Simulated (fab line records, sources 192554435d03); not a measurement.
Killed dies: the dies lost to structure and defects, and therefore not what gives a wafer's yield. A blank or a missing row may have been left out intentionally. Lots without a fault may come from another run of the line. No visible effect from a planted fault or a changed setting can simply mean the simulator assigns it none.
A struck lot beside a sound one / flow n5 finfet / 26 out of 1938 route steps
Sound: the wafers L241.3, L241.4, L241.6. Struck: wafers L240.1, L240.2, L240.3. The cause is named last.
For every step that has rows: the tool of each side, followed by ch and its chambers, followed by its first start. Under that, the readings that differ: sound wafers / struck wafers / difference of the means / sigmas: that difference in standard deviations of wafers without a fault.
alike: readings whose means differ by less than 2 such deviations, and words and numbers that are the same on both sides. not compared: withheld readings, readings that some wafer has no value for, bounds like >300 that may hide the same value, and numbers for which the record gives no deviation and whose values overlap.
A row with sigmas, a row that says differs or no value, or rows on one side alone: a step with any of these is where the two part. Numbers that have no deviation but don't overlap get no sigmas and don't part them. Lack of a reading on every wafer of one side parts them only where that side has two or more wafers.

first, 9 steps without rows for these wafers: N5_BEOL_M4_ILD_DEP_00 (deposits SiOC from DEMS/O2, target thk 79 nm, time 15.3 s); N5_BEOL_M4_PECVD_72 (deposits SiO2 from TEOS/O2, target thk 16 nm, time 18 s); N5_BEOL_M4_HM_DEP_02 (deposits TiN, target thk 20 nm); N5_BEOL_M4_COAT_61 (time 60 s, resist thk 60 nm); N5_BEOL_M4_COAT_62 (time 60 s, resist thk 12 nm); N5_BEOL_M4_COAT_73 (time 60 s, resist thk 5 nm); N5_BEOL_M4_COAT_05 (resist thk 30 nm); N5_BEOL_M4_EBR_07; N5_BEOL_M4_SOFTBAKE_06 (time 60 s).
N5_BEOL_M4_EXPOSE_08: exposes mask M4.
  sound on euv scanner-01 ch 0, day 11 06:52; struck on euv scanner-02 ch 0, day 11 05:58
reading=exposure dose mJ cm2; sound=41.28 41.26 41.24; struck=38.92 38.97 38.97; difference=-2.31; sigmas=-34
  alike: mask
then, 2 steps without rows for these wafers: N5_BEOL_M4_PEB_09 (peb time 60 s); N5_BEOL_M4_DEVELOP_10 (develop time 30 s).
N5_BEOL_M4_CD_MEAS_11: the cd target is 16.79 nm.
  sound on cd sem-02 ch 0, day 11 06:59; struck on cd sem-02 ch 0, day 11 06:05
reading=cd nm (nm); sound=17.3 16.9 17.3; struck=15.2 15.2 15.5; difference=-1.9; sigmas=-6
then, 1 step without rows for these wafers: N5_BEOL_M4_DESCUM_16 (chemistry O2, time 7 s).
N5_BEOL_M4_ETCH_74: etches underlayer in N2/H2, target depth 6.5 nm, time 5.2 s.
  sound on rie diel-04 ch 0,1,2, day 11 07:17; struck on rie diel-04 ch 0,1,2, day 11 06:14
reading=model.BEOL_M4.cd offset nm (nm); sound=0.2 0 0.2; struck=-1.8 -1.8 -1.6; difference=-1.9; sigmas=
  alike: drypump motor current A, etch rf on time s, oes product au, rf vpp V, showerhead plenum p Torr, throttle valve pct
  not compared: rf hours counter h
then, 5 steps without rows for these wafers: N5_BEOL_M4_ETCH_63 (etches SiARC in CF4, target depth 15.6 nm, time 26 s); N5_BEOL_M4_ETCH_64 (etches SOC in N2/H2, target depth 75 nm, overetch 22.5 nm, time 121.9 s); N5_BEOL_M4_STRIP_65 (strips in N2/H2); N5_BEOL_M4_STRIP_75 (strips in N2/H2); N5_BEOL_M4_STRIP_66 (strips in CF4).
N5_BEOL_M4_HM_OPEN_17: chemistry Cl2/BCl3, target TiN, target depth 20 nm, overetch 6 nm.
  sound on rie metal-01 ch 0,1, day 11 07:32; struck on rie metal-02 ch 0,1, day 11 06:28
reading=model.BEOL_M4.cd offset nm (nm); sound=-0.2 -0.2 0.4; struck=-1.8 -2.4 -1.4; difference=-1.9; sigmas=
  alike: drypump motor current A, he backside leak sccm, oes product au, throttle valve pct
  not compared: rf hours counter h
then, 1 step without rows for these wafers: N5_BEOL_M4_STRIP_19 (strips in O2).
N5_BEOL_M4_CD_MEAS_18: pitch 36 nm, target cd 18 nm.
  struck on cd sem-01, day 11 06:50; sound on cd sem-03, day 11 07:41
reading=cd nm (nm); sound=17.4 17.3 17.8; struck=16.5 16.0 16.6; difference=-1.1; sigmas=-3
then, 1 step without rows for these wafers: N5_BEOL_M4_COAT_67 (time 60 s, resist thk 60 nm).
N5_BEOL_M4_RC_MEAS_101:
  the record has rows for the sound wafers here (prober-02 ch 0, day 11 15:32) and none for the struck ones
-- record jumps: 4 days separate the struck wafers' starts on either side; left off in module BEOL_M4, taken up again in module PASSIVATION, whose first shown step is the route's number 1936 --
N5_PASSIVATION_PROBE_49:
  struck on prober-02, day 15 16:56; sound on prober-02, day 15 23:01
reading=defect limited yield (%); sound=91.9 88.6 90.7; struck=28.6 30.6 26.9; difference=-61.7; sigmas=-41
reading=killed_at_M4_up; sound=7 9 15; struck=750 731 777; difference=+742; sigmas=+99 or more
reading=killed dies; sound=96 135 110; struck=842 819 863; difference=+728; sigmas=+40
reading=killed on rim; sound=21 20 18; struck=114 113 109; difference=+92; sigmas=+26
reading=sort_bin_5_function (%); sound=4.2 6.0 5.8; struck=48.1 45.0 48.2; difference=+41.8; sigmas=+43
reading=sort_bin_6_memory (%); sound=3.6 5.1 3.1; struck=18.5 19.8 19.1; difference=+15.2; sigmas=+22
reading=sort n pass; sound=1084 1045 1070; struck=319 361 317; difference=-734; sigmas=-39
reading=sort yield pct (%); sound=91.9 88.6 90.7; struck=27.0 30.6 26.9; difference=-62.2; sigmas=-39
  alike: killed_at_M0_to_M3, killed at contacts, killed at front end, killed at other, killed open, killed short, sort_bin_8_speed

== WHERE THEY PART ==
First at N5_BEOL_M4_EXPOSE_08; last, within this record, at N5_PASSIVATION_PROBE_49.

WHY: whatever the simulator had introduced
Process parameter drift: euv scanner-02, from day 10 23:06 on, at N5_BEOL_M4_EXPOSE_08. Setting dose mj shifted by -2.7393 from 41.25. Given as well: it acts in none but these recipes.
